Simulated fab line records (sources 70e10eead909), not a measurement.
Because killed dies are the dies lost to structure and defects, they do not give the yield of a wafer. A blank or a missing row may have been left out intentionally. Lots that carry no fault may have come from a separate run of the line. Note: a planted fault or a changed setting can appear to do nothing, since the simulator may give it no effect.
Matching of chambers	flow nandHarc	NHARC_A_WL_FILL_ALD_02 on aldMetal-01: 4 sister chambers
The step deposits TiN, target thk 2 nm, pulse time 3 s, ald cycles 100. 8 wafers are shown with their chamber, then 7 later ones without.

## WAFERS WITH THEIR CHAMBER
wafer	chamber	heaterPowerW (W)	precursorPulseHeightRel
L080.3	3	1133	0.986
L080.6	3	1154	1.021
L082.1	1	1100	1.022
L084.1	1	1063	0.977
L087.1	0	1114	1.010
L087.5	2	1005	1.013
L088.1	2	995	1.008
L088.4	0	1105	0.989

## WAFERS WHOSE CHAMBER IS MISSING
wafer	heaterPowerW (W)	precursorPulseHeightRel
L088.6	1148	0.973
L092.2	1098	1.019
L092.3	1126	1.019
L092.5	1085	0.998
L097.1	1171	0.985
L097.2	1099	0.964
L097.4	1147	1.025

## WHICH CHAMBER EACH ONE RAN IN
wafer	from the rows above	in truth
L088.6	can't be placed: 3 or 0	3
L092.2	can't be placed: 0 or 1 or 3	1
L092.3	can't be placed: 3 or 0 or 1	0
L092.5	can't be placed: 1 or 0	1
L097.1	3	3
L097.2	can't be placed: 0 or 1 or 3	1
L097.4	can't be placed: 3 or 0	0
Correctly placed: 1 of 7. Unplaceable from these rows: 6, with the true chamber sitting among the candidates in 6. Number placed wrongly: 0.
How it was worked out, from the rows above alone: a wafer's distance from a chamber is the root of the sum, over the readings, of the square of ((its reading less the chamber's mean) divided by the reading's scatter). If the next closest chamber is less than 2 further off than the closest, the wafer can't be placed; otherwise it belongs to the closest. A chamber's mean is the mean of its shown wafers. The scatter is the square root of a quotient: the sum, over the shown wafers, of each reading's squared deviation from its chamber's mean, divided by wafers minus chambers.
